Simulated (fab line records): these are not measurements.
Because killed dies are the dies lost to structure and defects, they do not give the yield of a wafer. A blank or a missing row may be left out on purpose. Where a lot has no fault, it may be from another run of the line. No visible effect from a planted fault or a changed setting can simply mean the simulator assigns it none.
A lot that was struck, set against a sound lot ; flow nand-harc ; 14 out of 1302 route steps
Sound: these wafers, L169.1, L169.5, L169.6. Struck: wafers L172.1, L172.4, L172.5. The cause comes at the end.
For every step that has rows: the tool of each side, followed by ch and its chambers, followed by its first start. Under that, the readings that differ: sound wafers ; struck wafers ; difference of the means ; sigmas: that difference in standard deviations of wafers without a fault.
alike: a reading whose means differ by less than 2 such deviations, as well as words and numbers matching on both sides. not compared: withheld readings; readings where some wafer has no value; bounds like >300 that might hide an equal value; numbers whose values overlap and for which the record gives no deviation.
A row with sigmas, a row that says differs or no value, or rows on one side alone: a step with any of these is where the two part. Numbers that don't overlap but have no deviation are shown without sigmas and don't part them. A reading missing from all wafers of one side parts the sides only when that side holds two or more wafers.

first, 1 step without rows for these wafers: NHARC_A_CHANNEL_HOLE_D2_SRD_30.
NHARC_A_CHANNEL_HOLE_D2_CD_MEAS_31:
  sound: cd-sem-02 at day 14 22:03; struck: cd-sem-02 at day 15 20:48
  alike: cd-nm
next, for these wafers, 1 step has no rows: NHARC_A_CHANNEL_HOLE_D2_XSEM_32.
NHARC_A_CHANNEL_HOLE_D2_INSPECT_40:
  sound: defect-inspect-02 at day 14 22:14; struck: defect-inspect-02 at day 15 20:59
  alike: raw-defect-count
then, 2 steps without rows for these wafers: NHARC_A_CHANNEL_FILL_D2_PRECLEAN_00 (cleans in SC1); NHARC_A_CHANNEL_FILL_D2_SRD_01.
NHARC_A_CHANNEL_FILL_D2_ALD_02: deposits SiO2, target thk 6 nm, pulse time 10 s, ald cycles 60.
  sound on ald-hk-04 ch 0,1,3, day 14 22:35; struck on ald-hk-01 ch 1,2,3, day 15 21:11
  alike: heater-power-w, precursor-pulse-height-rel
NHARC_A_CHANNEL_FILL_D2_ALD_03: deposits SiNx, target thk 6 nm, pulse time 60 s, ald cycles 58.
  sound on ald-sin-batch-02 ch 0; struck on ald-sin-batch-01 ch 0
  alike: precursor-pulse-height-rel
NHARC_A_CHANNEL_FILL_D2_ALD_14: deposits SiO2, target thk 2.5 nm, pulse time 10 s, ald cycles 25.
  sound on ald-hk-02 ch 2,3, day 15 05:13; struck on ald-hk-04 ch 0,3, day 16 04:13
  alike: heater-power-w, precursor-pulse-height-rel
NHARC_A_CHANNEL_FILL_D2_ALD_15: deposits SiNx, target thk 2 nm, pulse time 60 s, ald cycles 19.
  sound on ald-sin-batch-03 ch 0; struck on ald-sin-batch-03 ch 0
  alike: precursor-pulse-height-rel
then, 2 steps without rows for these wafers: NHARC_A_CHANNEL_FILL_D2_ALD_16 (deposits SiO2, target thk 1.5 nm, pulse time 10 s, ald cycles 15); NHARC_A_CHANNEL_FILL_D2_ANNEAL_17 (time 1800 s).
NHARC_A_CHANNEL_FILL_D2_CVD_18: deposits poly-Si, target thk 3 nm.
  sound on lpcvd-poly-01 ch 0, day 15 20:12; struck on lpcvd-poly-04 ch 0, day 16 22:37
NHARC_A_CHANNEL_FILL_D2_ETCHBACK_19: etches the open film in HBr/Cl2, target depth 5 nm, time 1.7 s.
  sound on rie-si-03 ch 0,3, day 15 22:17; struck on rie-si-05 ch 1,3, day 17 01:04
reading;sound;struck;difference;sigmas
drypump-motor-current-A (A);5.8 5.8 5.6;4.8 5.0 4.7;-0.9;-2
  alike: oes-product-au, rf-fwd-power-W, throttle-valve-pct
  not compared: rf-hours-counter-h

## WHERE THEY PART
Within this record, at NHARC_A_CHANNEL_FILL_D2_ETCHBACK_19 only.

WHY: whatever the simulator had introduced
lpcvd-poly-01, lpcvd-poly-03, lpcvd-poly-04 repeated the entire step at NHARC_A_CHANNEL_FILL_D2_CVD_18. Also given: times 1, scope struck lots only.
